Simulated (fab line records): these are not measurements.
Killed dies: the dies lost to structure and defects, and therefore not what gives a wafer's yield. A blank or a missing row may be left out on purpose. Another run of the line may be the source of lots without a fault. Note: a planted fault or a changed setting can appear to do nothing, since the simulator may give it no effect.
fab line records || flow n5Finfet
[record] {"lots": 5, "wafers": 15, "lastDay": 19}
route steps=1938 shown PASSIVATION@1929 END@1938
lots that met no fault: from a run of the same line without faults
startH: the number of hours between the record's first day and the start of the first shown wafer of the lot || waitH: time in hours since the lot's previous step || " as in the row above || L1.1+2: a single row standing in for several wafers || - no value present, or no start provided || * or withheld: withheld || < > ~ a bound
route shown NAME@n: a module of which the file shows steps, and the number in the route of the first || usual: mean/standard deviation of fault-free wafers || same: alike in all rows || chamber/n: place in a boat || sites: readings site by site || _std_site: their standard deviation || _edge_site: mean of outer sites minus mean of inner sites || radiusMm: how far each site lies from the wafer's centre || mask NAME#n: copy n || behind: the tool/chamber that last shaped the wafer || hold: why the lot went on hold/how many hours it stayed there/how the hold came to an end || device: names the non-switching transistor (n, p or np) || end of line: the route-end tests of the same wafers || step lacking rows: just its recipe || killed: the dies lost at the first sort to structure and to defects; this is not the yield of the wafer || map: per-die view of a wafer (x killed, . not killed, _ where there is no die)
set.NAME: the setting that was run; set.NAME@STEP: the one run at that earlier step || model.NAME: the simulator's own value behind a step, which no gauge read
a table for each step, a row for each wafer; lots at some steps of the route
services: from which hour (startH, from the record's first day; less than 0 if before it) a tool's chamber was out of use, for how many hours, and why
[[steps]]
[step N5_PASSIVATION_PASS_ETCH_47]
[recipe] {"chemistry": "CF4/O2", "target": "SiNx", "targetDepthA": 7700, "timeS": 385, "ionEnergyEv": 100, "pressureMtorr": 40, "sourceW": 535, "biasW": 49, "Ar_flow_sccm": 100, "cf4FlowSccm": 100, "O2_flow_sccm": 10}
[usual] {"drypumpMotorCurrentA": "5.7/0.43", "oesProductAu": "0.80/0.084", "rfVppV": "239/4", "showerheadPlenumPTorr": "2.20/0.042", "throttleValvePct": "15.86/0.2"}
{"lot.wafer": "L079.2", "tool": "rieDiel-06", "chamber": 0, "startH": 333.51, "waitH": 0.0, "drypumpMotorCurrentA": 5.8, "oesProductAu": 0.82, "rfHoursCounterH": 86, "rfVppV": 243, "showerheadPlenumPTorr": 2.22, "throttleValvePct": 15.84}
{"lot.wafer": "L079.4", "tool": "rieDiel-06", "chamber": 0, "startH": 333.51, "waitH": 0.0, "drypumpMotorCurrentA": 5.8, "oesProductAu": 0.82, "rfHoursCounterH": "-", "rfVppV": 244, "showerheadPlenumPTorr": 2.22, "throttleValvePct": 15.86}
{"lot.wafer": "L079.5", "tool": "rieDiel-06", "chamber": 1, "startH": 333.51, "waitH": 0.0, "drypumpMotorCurrentA": 5.7, "oesProductAu": 0.79, "rfHoursCounterH": "-", "rfVppV": 238, "showerheadPlenumPTorr": 2.24, "throttleValvePct": 15.74}
{"lot.wafer": "L084.2", "tool": "rieDiel-02", "chamber": 0, "startH": 350.28, "waitH": 0.0, "drypumpMotorCurrentA": 5.2, "oesProductAu": 0.86, "rfHoursCounterH": 33, "rfVppV": 236, "showerheadPlenumPTorr": 2.25, "throttleValvePct": 15.81}
{"lot.wafer": "L084.3", "tool": "rieDiel-02", "chamber": 1, "startH": 350.28, "waitH": 0.0, "drypumpMotorCurrentA": 5.0, "oesProductAu": 0.91, "rfHoursCounterH": 18, "rfVppV": 238, "showerheadPlenumPTorr": 2.16, "throttleValvePct": 15.53}
{"lot.wafer": "L084.4", "tool": "rieDiel-02", "chamber": 3, "startH": 350.28, "waitH": 0.0, "drypumpMotorCurrentA": 6.4, "oesProductAu": 0.81, "rfHoursCounterH": 84, "rfVppV": 241, "showerheadPlenumPTorr": 2.31, "throttleValvePct": 15.86}
{"lot.wafer": "L087.1", "tool": "rieDiel-05", "chamber": 0, "startH": 362.90, "waitH": 0.0, "drypumpMotorCurrentA": 6.2, "oesProductAu": 0.67, "rfHoursCounterH": 239, "rfVppV": 241, "showerheadPlenumPTorr": 2.17, "throttleValvePct": 16.17}
{"lot.wafer": "L087.3", "tool": "rieDiel-05", "chamber": 1, "startH": 362.90, "waitH": 0.0, "drypumpMotorCurrentA": 5.4, "oesProductAu": 0.70, "rfHoursCounterH": 238, "rfVppV": 238, "showerheadPlenumPTorr": 2.17, "throttleValvePct": 16.20}
{"lot.wafer": "L087.4", "tool": "rieDiel-05", "chamber": 3, "startH": 362.90, "waitH": 0.0, "drypumpMotorCurrentA": 5.3, "oesProductAu": 0.80, "rfHoursCounterH": 97, "rfVppV": 235, "showerheadPlenumPTorr": 2.21, "throttleValvePct": 15.72}
{"lot.wafer": "L089.2", "tool": "rieDiel-06", "chamber": 3, "startH": 388.37, "waitH": 0.0, "drypumpMotorCurrentA": 5.8, "oesProductAu": 0.69, "rfHoursCounterH": 250, "rfVppV": 233, "showerheadPlenumPTorr": 2.16, "throttleValvePct": 16.07}
{"lot.wafer": "L089.4", "tool": "rieDiel-06", "chamber": 0, "startH": 388.37, "waitH": 0.0, "drypumpMotorCurrentA": 5.8, "oesProductAu": 0.79, "rfHoursCounterH": 107, "rfVppV": 243, "showerheadPlenumPTorr": 2.22, "throttleValvePct": 15.92}
{"lot.wafer": "L089.5", "tool": "rieDiel-06", "chamber": 2, "startH": 388.37, "waitH": 0.0, "drypumpMotorCurrentA": 6.3, "oesProductAu": 0.96, "rfHoursCounterH": "-", "rfVppV": 249, "showerheadPlenumPTorr": 2.17, "throttleValvePct": 15.70}
{"lot.wafer": "L096.2", "tool": "rieDiel-05", "chamber": 0, "startH": 455.06, "waitH": 0.0, "drypumpMotorCurrentA": 6.2, "oesProductAu": 0.92, "rfHoursCounterH": 15, "rfVppV": 241, "showerheadPlenumPTorr": 2.16, "throttleValvePct": 15.76}
{"lot.wafer": "L096.5", "tool": "rieDiel-05", "chamber": 0, "startH": 455.06, "waitH": 0.0, "drypumpMotorCurrentA": 6.2, "oesProductAu": 0.92, "rfHoursCounterH": "-", "rfVppV": 240, "showerheadPlenumPTorr": 2.16, "throttleValvePct": 15.77}
{"lot.wafer": "L096.6", "tool": "rieDiel-05", "chamber": 3, "startH": 455.06, "waitH": 0.0, "drypumpMotorCurrentA": 5.3, "oesProductAu": 0.76, "rfHoursCounterH": "-", "rfVppV": 235, "showerheadPlenumPTorr": 2.20, "throttleValvePct": 15.78}
[step N5_PASSIVATION_ETCH_54]
[recipe] {"chemistry": "CHF3/O2", "target": "SiO2", "targetDepthA": 8800, "CHF3_flow_sccm": 50, "O2_flow_sccm": 5, "Ar_flow_sccm": 200, "timeS": 440, "maskMaterial": "PR", "pressureMtorr": 30, "sourceW": 650, "biasW": 170, "ionEnergyEv": 200}
[usual] {"drypumpMotorCurrentA": "5.7/0.43", "oesProductAu": "0.80/0.085", "rfVppV": "520/8.3", "showerheadPlenumPTorr": "2.40/0.042", "throttleValvePct": "18.78/0.17"}
{"lot.wafer": "L079.2", "tool": "rieDiel-06", "chamber": 0, "startH": 333.73, "waitH": 0.1, "drypumpMotorCurrentA": 5.8, "oesProductAu": 0.82, "rfHoursCounterH": 87, "rfVppV": 530, "showerheadPlenumPTorr": 2.42, "throttleValvePct": 18.77}
{"lot.wafer": "L079.4", "tool": "rieDiel-06", "chamber": 0, "startH": 333.73, "waitH": 0.1, "drypumpMotorCurrentA": 5.8, "oesProductAu": 0.82, "rfHoursCounterH": "-", "rfVppV": 529, "showerheadPlenumPTorr": 2.42, "throttleValvePct": 18.78}
{"lot.wafer": "L079.5", "tool": "rieDiel-06", "chamber": 1, "startH": 333.73, "waitH": 0.1, "drypumpMotorCurrentA": 5.8, "oesProductAu": 0.79, "rfHoursCounterH": "-", "rfVppV": 520, "showerheadPlenumPTorr": 2.44, "throttleValvePct": 18.63}
{"lot.wafer": "L084.2", "tool": "rieDiel-02", "chamber": 0, "startH": 350.51, "waitH": 0.1, "drypumpMotorCurrentA": 5.2, "oesProductAu": 0.86, "rfHoursCounterH": 34, "rfVppV": 515, "showerheadPlenumPTorr": 2.45, "throttleValvePct": 18.77}
{"lot.wafer": "L084.3", "tool": "rieDiel-02", "chamber": 1, "startH": 350.51, "waitH": 0.1, "drypumpMotorCurrentA": 5.0, "oesProductAu": 0.91, "rfHoursCounterH": 19, "rfVppV": 519, "showerheadPlenumPTorr": 2.37, "throttleValvePct": 18.61}
{"lot.wafer": "L084.4", "tool": "rieDiel-02", "chamber": 3, "startH": 350.51, "waitH": 0.1, "drypumpMotorCurrentA": 6.4, "oesProductAu": 0.82, "rfHoursCounterH": 84, "rfVppV": 527, "showerheadPlenumPTorr": 2.51, "throttleValvePct": 18.71}
{"lot.wafer": "L087.1", "tool": "rieDiel-05", "chamber": 0, "startH": 363.13, "waitH": 0.1, "drypumpMotorCurrentA": 6.2, "oesProductAu": 0.67, "rfHoursCounterH": 239, "rfVppV": 527, "showerheadPlenumPTorr": 2.37, "throttleValvePct": 19.11}
{"lot.wafer": "L087.3", "tool": "rieDiel-05", "chamber": 1, "startH": 363.13, "waitH": 0.1, "drypumpMotorCurrentA": 5.4, "oesProductAu": 0.69, "rfHoursCounterH": 238, "rfVppV": 516, "showerheadPlenumPTorr": 2.36, "throttleValvePct": 19.07}
{"lot.wafer": "L087.4", "tool": "rieDiel-05", "chamber": 3, "startH": 363.13, "waitH": 0.1, "drypumpMotorCurrentA": 5.3, "oesProductAu": 0.79, "rfHoursCounterH": 97, "rfVppV": 513, "showerheadPlenumPTorr": 2.42, "throttleValvePct": 18.70}
{"lot.wafer": "L089.2", "tool": "rieDiel-06", "chamber": 3, "startH": 388.60, "waitH": 0.1, "drypumpMotorCurrentA": 5.8, "oesProductAu": 0.68, "rfHoursCounterH": 250, "rfVppV": 508, "showerheadPlenumPTorr": 2.36, "throttleValvePct": 18.96}
{"lot.wafer": "L089.4", "tool": "rieDiel-06", "chamber": 0, "startH": 388.60, "waitH": 0.1, "drypumpMotorCurrentA": 5.8, "oesProductAu": 0.79, "rfHoursCounterH": 107, "rfVppV": 528, "showerheadPlenumPTorr": 2.41, "throttleValvePct": 18.81}
{"lot.wafer": "L089.5", "tool": "rieDiel-06", "chamber": 2, "startH": 388.60, "waitH": 0.1, "drypumpMotorCurrentA": 6.3, "oesProductAu": 0.97, "rfHoursCounterH": "-", "rfVppV": 540, "showerheadPlenumPTorr": 2.37, "throttleValvePct": 18.62}
{"lot.wafer": "L096.2", "tool": "rieDiel-05", "chamber": 0, "startH": 455.29, "waitH": 0.1, "drypumpMotorCurrentA": 6.2, "oesProductAu": 0.93, "rfHoursCounterH": 15, "rfVppV": 525, "showerheadPlenumPTorr": 2.36, "throttleValvePct": 18.79}
{"lot.wafer": "L096.5", "tool": "rieDiel-05", "chamber": 0, "startH": 455.29, "waitH": 0.1, "drypumpMotorCurrentA": 6.2, "oesProductAu": 0.93, "rfHoursCounterH": "-", "rfVppV": 526, "showerheadPlenumPTorr": 2.36, "throttleValvePct": 18.79}
{"lot.wafer": "L096.6", "tool": "rieDiel-05", "chamber": 3, "startH": 455.29, "waitH": 0.1, "drypumpMotorCurrentA": 5.3, "oesProductAu": 0.76, "rfHoursCounterH": "-", "rfVppV": 511, "showerheadPlenumPTorr": 2.41, "throttleValvePct": 18.77}
[step N5_PASSIVATION_STRIP_48]
[recipe] {"chemistry": "O2", "powerW": 600, "tempC": 60, "pressureMtorr": 30, "rfFrequencyHz": 6e+07, "biasPowerW": 0, "overashFraction": 0.5, "o2FlowSccm": 225}
[usual] {"drypumpMotorCurrentA": "5.7/0.43", "oesProductAu": "0.80/0.09", "rfVppV": "3.7/2.5", "showerheadPlenumPTorr": "2.09/0.039", "throttleValvePct": "16.67/0.23"}
[same] {"biasPowerW": 0}
{"lot.wafer": "L079.2", "tool": "rieDiel-06", "chamber": 0, "startH": 334.02, "waitH": 0.1, "drypumpMotorCurrentA": 5.9, "oesProductAu": 0.84, "rfHoursCounterH": 87, "rfVppV": 3.1, "showerheadPlenumPTorr": 2.11, "throttleValvePct": 16.55}
{"lot.wafer": "L079.4", "tool": "rieDiel-06", "chamber": 0, "startH": 334.02, "waitH": 0.1, "drypumpMotorCurrentA": 5.8, "oesProductAu": 0.86, "rfHoursCounterH": "-", "rfVppV": 4.7, "showerheadPlenumPTorr": 2.11, "throttleValvePct": 16.58}
{"lot.wafer": "L079.5", "tool": "rieDiel-06", "chamber": 1, "startH": 334.02, "waitH": 0.1, "drypumpMotorCurrentA": 5.7, "oesProductAu": 0.77, "rfHoursCounterH": "-", "rfVppV": 0.8, "showerheadPlenumPTorr": 2.10, "throttleValvePct": 16.46}
{"lot.wafer": "L084.2", "tool": "rieDiel-02", "chamber": 0, "startH": 350.80, "waitH": 0.1, "drypumpMotorCurrentA": 5.2, "oesProductAu": 0.86, "rfHoursCounterH": 34, "rfVppV": 1.0, "showerheadPlenumPTorr": 2.14, "throttleValvePct": 16.64}
{"lot.wafer": "L084.3", "tool": "rieDiel-02", "chamber": 1, "startH": 350.80, "waitH": 0.1, "drypumpMotorCurrentA": 5.0, "oesProductAu": 0.90, "rfHoursCounterH": 19, "rfVppV": 5.7, "showerheadPlenumPTorr": 2.06, "throttleValvePct": 16.35}
{"lot.wafer": "L084.4", "tool": "rieDiel-02", "chamber": 3, "startH": 350.80, "waitH": 0.1, "drypumpMotorCurrentA": 6.4, "oesProductAu": 0.82, "rfHoursCounterH": 85, "rfVppV": 0.3, "showerheadPlenumPTorr": 2.20, "throttleValvePct": 16.67}
{"lot.wafer": "L087.1", "tool": "rieDiel-05", "chamber": 0, "startH": 363.42, "waitH": 0.1, "drypumpMotorCurrentA": 6.2, "oesProductAu": 0.67, "rfHoursCounterH": 239, "rfVppV": 2.1, "showerheadPlenumPTorr": 2.09, "throttleValvePct": 17.08}
{"lot.wafer": "L087.3", "tool": "rieDiel-05", "chamber": 1, "startH": 363.42, "waitH": 0.1, "drypumpMotorCurrentA": 5.4, "oesProductAu": 0.70, "rfHoursCounterH": 238, "rfVppV": 3.9, "showerheadPlenumPTorr": 2.06, "throttleValvePct": 16.98}
{"lot.wafer": "L087.4", "tool": "rieDiel-05", "chamber": 3, "startH": 363.42, "waitH": 0.1, "drypumpMotorCurrentA": 5.3, "oesProductAu": 0.82, "rfHoursCounterH": 97, "rfVppV": 6.5, "showerheadPlenumPTorr": 2.10, "throttleValvePct": 16.51}
{"lot.wafer": "L089.2", "tool": "rieDiel-06", "chamber": 3, "startH": 388.88, "waitH": 0.1, "drypumpMotorCurrentA": 5.8, "oesProductAu": 0.69, "rfHoursCounterH": 250, "rfVppV": 1.5, "showerheadPlenumPTorr": 2.08, "throttleValvePct": 17.02}
{"lot.wafer": "L089.4", "tool": "rieDiel-06", "chamber": 0, "startH": 388.88, "waitH": 0.1, "drypumpMotorCurrentA": 5.8, "oesProductAu": 0.81, "rfHoursCounterH": 108, "rfVppV": 1.5, "showerheadPlenumPTorr": 2.10, "throttleValvePct": 16.64}
{"lot.wafer": "L089.5", "tool": "rieDiel-06", "chamber": 2, "startH": 388.88, "waitH": 0.1, "drypumpMotorCurrentA": 6.3, "oesProductAu": 0.98, "rfHoursCounterH": "-", "rfVppV": 7.6, "showerheadPlenumPTorr": 2.05, "throttleValvePct": 16.33}
{"lot.wafer": "L096.2", "tool": "rieDiel-05", "chamber": 0, "startH": 455.58, "waitH": 0.1, "drypumpMotorCurrentA": 6.2, "oesProductAu": 0.94, "rfHoursCounterH": 15, "rfVppV": 2.2, "showerheadPlenumPTorr": 2.08, "throttleValvePct": 16.70}
{"lot.wafer": "L096.5", "tool": "rieDiel-05", "chamber": 0, "startH": 455.58, "waitH": 0.1, "drypumpMotorCurrentA": 6.2, "oesProductAu": 0.94, "rfHoursCounterH": "-", "rfVppV": 3.6, "showerheadPlenumPTorr": 2.08, "throttleValvePct": 16.67}
{"lot.wafer": "L096.6", "tool": "rieDiel-05", "chamber": 3, "startH": 455.58, "waitH": 0.1, "drypumpMotorCurrentA": 5.4, "oesProductAu": 0.78, "rfHoursCounterH": "-", "rfVppV": 5.3, "showerheadPlenumPTorr": 2.09, "throttleValvePct": 16.65}
[step N5_PASSIVATION_STRIP_52]
[recipe] {"chemistry": "postEtchResidueRemover", "timeS": 1200, "tempC": 72.5}
[usual] {"bathGuardTempC": "72.6/0.59"}
{"lot.wafer": "L079.2", "tool": "wetBench-06", "chamber": 1, "startH": 334.09, "waitH": "-", "bathGuardTempC": 72.4}
{"lot.wafer": "L079.4", "tool": "wetBench-06", "chamber": 3, "startH": 334.09, "waitH": "-", "bathGuardTempC": 73.4}
{"lot.wafer": "L079.5", "tool": "wetBench-06", "chamber": 5, "startH": 334.09, "waitH": "-", "bathGuardTempC": 71.7}
{"lot.wafer": "L084.2", "tool": "wetBench-03", "chamber": 2, "startH": 350.86, "waitH": "-", "bathGuardTempC": 72.2}
{"lot.wafer": "L084.3", "tool": "wetBench-03", "chamber": 5, "startH": 350.86, "waitH": "-", "bathGuardTempC": 72.0}
{"lot.wafer": "L084.4", "tool": "wetBench-03", "chamber": 4, "startH": 350.86, "waitH": "-", "bathGuardTempC": 72.9}
{"lot.wafer": "L087.1", "tool": "wetBench-06", "chamber": 4, "startH": 363.49, "waitH": "-", "bathGuardTempC": 73.1}
{"lot.wafer": "L087.3", "tool": "wetBench-06", "chamber": 5, "startH": 363.49, "waitH": "-", "bathGuardTempC": 72.0}
{"lot.wafer": "L087.4", "tool": "wetBench-06", "chamber": 6, "startH": 363.49, "waitH": "-", "bathGuardTempC": 72.2}
{"lot.wafer": "L089.2", "tool": "wetBench-06", "chamber": 7, "startH": 388.95, "waitH": "-", "bathGuardTempC": 72.9}
{"lot.wafer": "L089.4", "tool": "wetBench-06", "chamber": 2, "startH": 388.95, "waitH": "-", "bathGuardTempC": 72.3}
{"lot.wafer": "L089.5", "tool": "wetBench-06", "chamber": 3, "startH": 388.95, "waitH": "-", "bathGuardTempC": 73.7}
{"lot.wafer": "L096.2", "tool": "wetBench-06", "chamber": 1, "startH": 455.64, "waitH": "-", "bathGuardTempC": 72.9}
{"lot.wafer": "L096.5", "tool": "wetBench-06", "chamber": 2, "startH": 455.64, "waitH": "-", "bathGuardTempC": 72.6}
{"lot.wafer": "L096.6", "tool": "wetBench-06", "chamber": 0, "startH": 455.64, "waitH": "-", "bathGuardTempC": 73.3}
[step N5_PASSIVATION_CLEAN_71]
[recipe] {"chemistry": "IPA", "timeS": 180, "tempC": 25}
{"lot.wafer": "L079.2+4+5", "tool": "wetBench-06", "chamber": "1,3,5", "startH": 334.45, "waitH": 0.0}
{"lot.wafer": "L084.2+3+4", "tool": "wetBench-03", "chamber": "2,5,4", "startH": 351.26, "waitH": 0.0}
{"lot.wafer": "L087.1+3+4", "tool": "wetBench-06", "chamber": "4,5,6", "startH": 363.82, "waitH": 0.0}
{"lot.wafer": "L089.2+4+5", "tool": "wetBench-06", "chamber": "7,2,3", "startH": 389.28, "waitH": 0.0}
{"lot.wafer": "L096.2+5+6", "tool": "wetBench-06", "chamber": "1,2,0", "startH": 456.31, "waitH": 0.0}
[step N5_PASSIVATION_SRD_72]
[recipe] {"dry": "ipaMarangoni", "timeS": 30, "tempC": 23, "rinseLiquid": "diw"}
{"lot.wafer": "L079.2+4+5", "tool": "wetBench-06", "chamber": "1,3,5", "startH": 334.51, "waitH": 0.0}
{"lot.wafer": "L084.2+3+4", "tool": "wetBench-03", "chamber": "2,5,4", "startH": 351.32, "waitH": 0.0}
{"lot.wafer": "L087.1+3+4", "tool": "wetBench-06", "chamber": "4,5,6", "startH": 363.87, "waitH": 0.0}
{"lot.wafer": "L089.2+4+5", "tool": "wetBench-06", "chamber": "7,2,3", "startH": 389.34, "waitH": 0.0}
{"lot.wafer": "L096.2+5+6", "tool": "wetBench-06", "chamber": "1,2,0", "startH": 456.42, "waitH": 0.0}
[step N5_PASSIVATION_ANNEAL_56]
[recipe] {"tempC": 400, "timeS": 1800, "ambient": "FGA", "idleTempC": 300, "rampUpCPerMin": 5, "rampDownCPerMin": 3}
[usual] {"spikeTcBottomC": "423.3/1.9", "zonePowerBottomPct": "5.71/0.15"}
{"lot.wafer": "L079.2", "tool": "furnace-03", "chamber": 0, "startH": 334.55, "waitH": 0.0, "spikeTcBottomC": 423.7, "zonePowerBottomPct": 5.51}
{"lot.wafer": "L079.4", "tool": "furnace-03", "chamber": 0, "startH": 334.55, "waitH": 0.0, "spikeTcBottomC": 420.7, "zonePowerBottomPct": 5.61}
{"lot.wafer": "L079.5", "tool": "furnace-03", "chamber": 0, "startH": 334.55, "waitH": 0.0, "spikeTcBottomC": 422.0, "zonePowerBottomPct": 5.59}
{"lot.wafer": "L084.2", "tool": "furnace-03", "chamber": 0, "startH": 351.37, "waitH": 0.0, "spikeTcBottomC": 422.6, "zonePowerBottomPct": 5.49}
{"lot.wafer": "L084.3", "tool": "furnace-03", "chamber": 0, "startH": 351.37, "waitH": 0.0, "spikeTcBottomC": 423.4, "zonePowerBottomPct": 5.61}
{"lot.wafer": "L084.4", "tool": "furnace-03", "chamber": 0, "startH": 351.37, "waitH": 0.0, "spikeTcBottomC": 422.5, "zonePowerBottomPct": 5.56}
{"lot.wafer": "L087.1", "tool": "furnace-02", "chamber": 0, "startH": 363.92, "waitH": 0.0, "spikeTcBottomC": 423.2, "zonePowerBottomPct": 5.85}
{"lot.wafer": "L087.3", "tool": "furnace-02", "chamber": 0, "startH": 363.92, "waitH": 0.0, "spikeTcBottomC": 423.8, "zonePowerBottomPct": 5.80}
{"lot.wafer": "L087.4", "tool": "furnace-02", "chamber": 0, "startH": 363.92, "waitH": 0.0, "spikeTcBottomC": 423.7, "zonePowerBottomPct": 5.74}
{"lot.wafer": "L089.2", "tool": "furnace-01", "chamber": 0, "startH": 389.38, "waitH": 0.0, "spikeTcBottomC": 426.4, "zonePowerBottomPct": 5.86}
{"lot.wafer": "L089.4", "tool": "furnace-01", "chamber": 0, "startH": 389.38, "waitH": 0.0, "spikeTcBottomC": 424.5, "zonePowerBottomPct": 5.75}
{"lot.wafer": "L089.5", "tool": "furnace-01", "chamber": 0, "startH": 389.38, "waitH": 0.0, "spikeTcBottomC": 427.5, "zonePowerBottomPct": 5.94}
{"lot.wafer": "L096.2", "tool": "furnace-02", "chamber": 0, "startH": 457.07, "waitH": 0.6, "spikeTcBottomC": 424.3, "zonePowerBottomPct": 5.80}
{"lot.wafer": "L096.5", "tool": "furnace-02", "chamber": 0, "startH": 457.07, "waitH": 0.6, "spikeTcBottomC": 423.8, "zonePowerBottomPct": 5.83}
{"lot.wafer": "L096.6", "tool": "furnace-02", "chamber": 0, "startH": 457.07, "waitH": 0.6, "spikeTcBottomC": 424.0, "zonePowerBottomPct": 5.81}
[step N5_PASSIVATION_PROBE_49]
[usual] {"defectLimitedYield": "91.6/1.4", "killed_at_M0_to_M3": "33/10", "killed_at_M4_up": "13/5.3", "killedAtContacts": "13/5.9", "killedAtFrontEnd": "36/12", "killedAtOther": "4/3.1", "killedDies": "99/16", "killedOnRim": "13/4.2", "killedOpen": "65/13", "killedShort": "32/7.3", "sort_bin_5_function": "4.9/0.9", "sort_bin_6_memory": "3.1/0.66", "sortNPass": "1081/17", "sortYieldPct": "91.6/1.4"}
[same] {"grossDies": 1180, "killedAtBackSide": 0, "sort_bin_4_leakage[%]": 0, "sort_bin_8_speed[%]": 0}
{"lot.wafer": "L087.4", "tool": "prober-02", "chamber": "-", "startH": 366.07, "waitH": 0.2, "defectLimitedYield[%]": 88.7, "killed_at_M0_to_M3": 36, "killed_at_M4_up": 18, "killedAtContacts": 26, "killedAtFrontEnd": 51, "killedAtOther": 2, "killedDies": 133, "killedOnRim": 16, "killedOpen": 92, "killedShort": 22, "sort_bin_5_function[%]": 6.4, "sort_bin_6_memory[%]": 3.8, "sortNPass": 1047, "sortYieldPct[%]": 88.7}
// killed by level:class
L087.4 MOL_CONTACT_COAG:geometricParticle:open=22 BEOL_M3:geometricParticle:open=22 HKMG_FIN:areaEtch=13 FIN_SAQP:geometricParticle:open=8 BEOL_M4:geometricParticle:open=7 FIN_SAQP:geometricParticle:short=5 STI_FIN_REVEAL:geometricParticle:open=5 BEOL_M2:geometricParticle:open=4
[step N5_PASSIVATION_INSPECT_57]
[recipe] {"inspectInstrument": "macro", "mode": "outgoing"}
[usual] {"rawDefectCount": "2.1/1.4"}
{"lot.wafer": "L079.2", "tool": "defectInspect-01", "chamber": "-", "startH": 336.91, "waitH": 0.0, "rawDefectCount": 2}
{"lot.wafer": "L079.4", "tool": "defectInspect-01", "chamber": "-", "startH": 336.91, "waitH": 0.0, "rawDefectCount": 0}
{"lot.wafer": "L079.5", "tool": "defectInspect-01", "chamber": "-", "startH": 336.91, "waitH": 0.0, "rawDefectCount": 3}
{"lot.wafer": "L084.2", "tool": "defectInspect-01", "chamber": "-", "startH": 353.72, "waitH": 0.0, "rawDefectCount": 4}
{"lot.wafer": "L084.3", "tool": "defectInspect-01", "chamber": "-", "startH": 353.72, "waitH": 0.0, "rawDefectCount": 4}
{"lot.wafer": "L084.4", "tool": "defectInspect-01", "chamber": "-", "startH": 353.72, "waitH": 0.0, "rawDefectCount": 1}
{"lot.wafer": "L087.1", "tool": "defectInspect-02", "chamber": "-", "startH": 366.28, "waitH": 0.0, "rawDefectCount": 3}
{"lot.wafer": "L087.3", "tool": "defectInspect-02", "chamber": "-", "startH": 366.28, "waitH": 0.0, "rawDefectCount": 3}
{"lot.wafer": "L087.4", "tool": "defectInspect-02", "chamber": "-", "startH": 366.28, "waitH": 0.0, "rawDefectCount": 2}
{"lot.wafer": "L089.2", "tool": "defectInspect-01", "chamber": "-", "startH": 391.73, "waitH": 0.0, "rawDefectCount": 4}
{"lot.wafer": "L089.4", "tool": "defectInspect-01", "chamber": "-", "startH": 391.73, "waitH": 0.0, "rawDefectCount": 0}
{"lot.wafer": "L089.5", "tool": "defectInspect-01", "chamber": "-", "startH": 391.73, "waitH": 0.0, "rawDefectCount": 5}
{"lot.wafer": "L096.2", "tool": "defectInspect-02", "chamber": "-", "startH": 459.41, "waitH": 0.0, "rawDefectCount": 0}
{"lot.wafer": "L096.5", "tool": "defectInspect-02", "chamber": "-", "startH": 459.41, "waitH": 0.0, "rawDefectCount": 0}
{"lot.wafer": "L096.6", "tool": "defectInspect-02", "chamber": "-", "startH": 459.41, "waitH": 0.0, "rawDefectCount": 3}
[[services]]
{"tool": "rieDiel-06", "chamber": 2, "startH": 318.16, "hours": 10.9, "kind": "repair"}
{"tool": "rieDiel-02", "chamber": 0, "startH": 359.18, "hours": 8.3, "kind": "repair"}
{"tool": "rieDiel-06", "chamber": "-", "startH": 369.08, "hours": 2.8, "kind": "pm"}
{"tool": "rieDiel-06", "chamber": 3, "startH": 388.92, "hours": "-", "kind": "clean"}
{"tool": "rieDiel-06", "chamber": 3, "startH": 388.92, "hours": "-", "kind": "consumableReplace:focusRing"}
{"tool": "rieDiel-06", "chamber": 3, "startH": 388.92, "hours": 19.5, "kind": "scheduledDown"}
{"tool": "rieDiel-06", "chamber": 3, "startH": 388.92, "hours": 19.5, "kind": "ventCycle"}
{"tool": "rieDiel-02", "chamber": 0, "startH": 396.89, "hours": 2.6, "kind": "repair"}
{"tool": "rieDiel-05", "chamber": 0, "startH": 399.21, "hours": "-", "kind": "clean"}
{"tool": "rieDiel-05", "chamber": 0, "startH": 399.21, "hours": "-", "kind": "consumableReplace:focusRing"}
{"tool": "rieDiel-05", "chamber": 0, "startH": 399.21, "hours": 20.1, "kind": "scheduledDown"}
{"tool": "rieDiel-05", "chamber": 0, "startH": 399.21, "hours": 20.1, "kind": "ventCycle"}
{"tool": "rieDiel-05", "chamber": 1, "startH": 419.35, "hours": "-", "kind": "clean"}
{"tool": "rieDiel-05", "chamber": 1, "startH": 419.35, "hours": "-", "kind": "consumableReplace:focusRing"}
{"tool": "rieDiel-06", "chamber": 1, "startH": 428.94, "hours": 21.8, "kind": "repair"}
{"tool": "rieDiel-05", "chamber": 3, "startH": 446.63, "hours": 2.1, "kind": "repair"}
[[key]]
[baselineLoss] {"step": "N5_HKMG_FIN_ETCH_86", "wafers": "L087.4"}
fault none
// baselineLoss: these wafers lose ten dies or more at that step, a loss of the line's own and not of a fault; the sort's usual values leave them out
